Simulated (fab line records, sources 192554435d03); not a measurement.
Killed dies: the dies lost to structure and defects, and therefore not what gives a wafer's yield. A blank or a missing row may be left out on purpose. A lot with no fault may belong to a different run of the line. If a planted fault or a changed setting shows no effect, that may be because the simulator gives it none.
Comparing a struck lot with a sound one || flow n5-finfet || 23 out of 1938 route steps
Sound: the wafers L484.1, L484.3, L484.5. Wafers struck: L487.2, L487.4, L487.6. At the end, the cause is stated.
For every step that has rows: the tool of each side, followed by ch and its chambers, followed by its first start. Under that, the readings that differ: sound wafers || struck wafers || difference of the means || sigmas: that difference in standard deviations of wafers without a fault.
alike: readings with means less than 2 such deviations apart, plus words and numbers identical on both sides. not compared: withheld readings, readings lacking a value on some wafer, bounds such as >300 that could conceal the same value, and numbers that have no deviation in the record and whose values overlap.
The two part at a step that has a row with sigmas, a row that says differs or no value, or rows on one side only. Numbers that don't overlap but have no deviation are shown without sigmas and don't part them. Lack of a reading on every wafer of one side parts them only where that side has two or more wafers.

first, 11 steps without rows for these wafers: N5_WELL_APT_OXIDE_STRIP_42 (strips SiO2 in dHF, time 45 s, target depth 12 nm); N5_WELL_APT_PRECLEAN_36 (cleans in O3/DIW, time 45 s); N5_WELL_APT_PRECLEAN_39 (cleans in dHF, time 60 s); N5_WELL_APT_SRD_37 (time 30 s); N5_WELL_APT_EPI_41 (deposits Si from SiH4/H2, target thk 50 nm, time 297.7 s); N5_PMOS_HMC_CHANNEL_EPI_HM_DEP_34 (deposits SiO2 from TEOS/O2, target thk 36 nm, time 6.9 s); N5_PMOS_HMC_CHANNEL_EPI_COAT_31 (time 60 s, resist thk 66 nm); N5_PMOS_HMC_CHANNEL_EPI_COAT_03 (resist thk 205 nm); N5_PMOS_HMC_CHANNEL_EPI_EBR_05; N5_PMOS_HMC_CHANNEL_EPI_SOFTBAKE_04 (time 60 s); N5_PMOS_HMC_CHANNEL_EPI_EXPOSE_06 (exposes mask PMOS HMC BLK, target cd 240 nm).
N5_PMOS_HMC_CHANNEL_EPI_PEB_07: peb time 60 s.
  sound on litho-track-02 ch 0, day 6 05:10; struck on litho-track-03 ch 0, day 6 23:26
{"reading": "heater-power-total-W (W)", "sound": "174.6 173.1 176.1", "struck": "181.8 180.8 183.2", "difference": "+7.3", "sigmas": "+5"}
{"reading": "plate-temp-C (C)", "sound": "109.86 110.02 109.88", "struck": "112.83 113.07 112.90", "difference": "+3.01", "sigmas": "+27"}
then, 1 step without rows for these wafers: N5_PMOS_HMC_CHANNEL_EPI_DEVELOP_08 (develop time 30 s).
N5_PMOS_HMC_CHANNEL_EPI_CD_MEAS_09: the cd target is 237.4 nm.
  sound on cd-sem-02 ch 0, day 6 05:14; struck on cd-sem-02 ch 0, day 6 23:30
{"reading": "cd-nm (nm)", "sound": "237.3 237.3 237.7", "struck": "246.3 247.1 246.5", "difference": "+9.2", "sigmas": "+10"}
N5_PMOS_HMC_CHANNEL_EPI_DESCUM_14: chemistry O2, time 7.9 s.
  sound on rie-diel-02 ch 1,2,3, day 6 05:19; struck on rie-diel-01 ch 0,1,2, day 6 23:49
{"reading": "model.PMOS_HMC_CHANNEL_EPI.cd-nm (nm)", "sound": "237.4 237.4 237.7", "struck": "246.2 246.9 246.2", "difference": "+8.9", "sigmas": ""}
  alike: drypump-motor-current-A, o2-flow-sccm, oes-product-au, rf-vpp-V, showerhead-plenum-p-Torr, throttle-valve-pct
  not compared: rf-hours-counter-h
then, 5 steps without rows for these wafers: N5_PMOS_HMC_CHANNEL_EPI_ETCH_32 (etches BARC in N2/H2, stops on SiO2, target depth 85.8 nm, time 50.3 s); N5_PMOS_HMC_CHANNEL_EPI_HM_OPEN_15 (chemistry CHF3/O2, target SiO2, target depth 40.6 nm, time 20.3 s); N5_PMOS_HMC_CHANNEL_EPI_STRIP_33 (strips in N2/H2); N5_PMOS_HMC_CHANNEL_EPI_STRIP_17 (strips in SPM, time 750 s); N5_PMOS_HMC_CHANNEL_EPI_ETCH_38 (etches SiO2 in CF4, target depth 1.5 nm).
N5_PMOS_HMC_CHANNEL_EPI_FIN_RECESS_16: chemistry HBr/Cl2, target Si, target depth 54 nm, time 18 s.
  sound on rie-si-03 ch 1,2, day 6 05:47; struck on rie-si-03 ch 0,3, day 7 00:16
{"reading": "model.PMOS_HMC_CHANNEL_EPI.cd-nm (nm)", "sound": "239.5 240.6 239.5", "struck": "249.3 250.2 249.5", "difference": "+9.8", "sigmas": ""}
  alike: drypump-motor-current-A, oes-product-au, throttle-valve-pct
  not compared: rf-hours-counter-h
then, 1 step without rows for these wafers: N5_PMOS_HMC_CHANNEL_EPI_PRECLEAN_36 (cleans in O3/DIW, time 45 s).
-- the record jumps here: 7 days lie between the struck wafers' starts before and after (it left off in module PMOS_HMC_CHANNEL_EPI and takes up again in module BEOL_M4, whose first step shown is number 1111 of the route) --
N5_BEOL_M4_RC_MEAS_101:
  sound on prober-01 ch 0, day 12 16:28; struck on prober-01 ch 0, day 13 19:48
{"reading": "DIBL_N (mV/V)", "sound": "38.4 37.9 38.2", "struck": "33.6 34.3 32.6", "difference": -4.7, "sigmas": -3}
{"reading": "DIBL_P (mV/V)", "sound": "39.5 38.7 38.7", "struck": "33.8 35.2 33.7", "difference": -4.7, "sigmas": -3}
  alike: IOFF_N, IOFF_P, ION_N, ION_P, SS_N, SS_P, VT_N, VT_P

## WHERE THEY PART
First at N5_PMOS_HMC_CHANNEL_EPI_PEB_07; last, within this record, at N5_BEOL_M4_RC_MEAS_101.

WHY: what the simulator had put in
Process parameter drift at N5_PMOS_HMC_CHANNEL_EPI_PEB_07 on litho-track-03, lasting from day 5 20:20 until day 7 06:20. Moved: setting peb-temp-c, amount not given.
